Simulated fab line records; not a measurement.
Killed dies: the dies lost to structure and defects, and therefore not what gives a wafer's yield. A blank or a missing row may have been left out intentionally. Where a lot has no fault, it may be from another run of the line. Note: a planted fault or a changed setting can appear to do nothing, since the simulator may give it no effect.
Matching of chambers    flow nand harc    4 sister chambers for NHARC_A_STAIRCASE_DESCUM_252 on rie diel-04
The step chemistry O2, time 3 s. 8 wafers are shown with their chamber, then 8 later ones without.

== WAFERS PAIRED WITH THEIR CHAMBERS ==
wafer   chamber  showerhead plenum p Torr (Torr)  oes product au (a.u.)
L079.4  1        1.77                             1.009
L079.6  0        1.99                             0.997
L087.5  2        1.94                             0.993
L087.6  3        2.05                             1.013
L086.4  3        2.05                             1.004
L086.5  1        1.76                             1.016
L086.6  2        1.94                             1.007
L089.2  0        1.98                             0.989

== WAFERS MISSING THEIR CHAMBER ==
wafer   showerhead plenum p Torr (Torr)  oes product au (a.u.)
L089.5  2.04                             0.996
L089.6  1.98                             0.995
L088.1  1.98                             0.974
L088.4  1.76                             1.011
L088.6  1.76                             1.012
L094.1  1.93                             1.011
L094.4  2.07                             1.001
L094.6  2.07                             0.999

== EACH ONE'S CHAMBER ==
wafer    from the rows above   in truth
L089.5   3                     3
L089.6   0                     0
L088.1   0                     0
L088.4   1                     1
L088.6   1                     1
L094.1   2                     2
L094.4   3                     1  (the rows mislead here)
L094.6   3                     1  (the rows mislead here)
Correctly placed: 6 of 8. Number that these rows cannot place: 0. 2 placed wrongly.
How it was worked out, from the rows above alone: a wafer's distance from a chamber is the root of the sum, over the readings, of the square of ((its reading less the chamber's mean) divided by the reading's scatter). The wafer belongs to the nearest chamber; if the next one is less than 2 further off, it can't be placed. The mean given for a chamber averages the wafers shown for that chamber. The scatter: take each reading less its chamber's mean, square it, sum over the shown wafers, divide by the number of wafers less the number of chambers, and take the root.
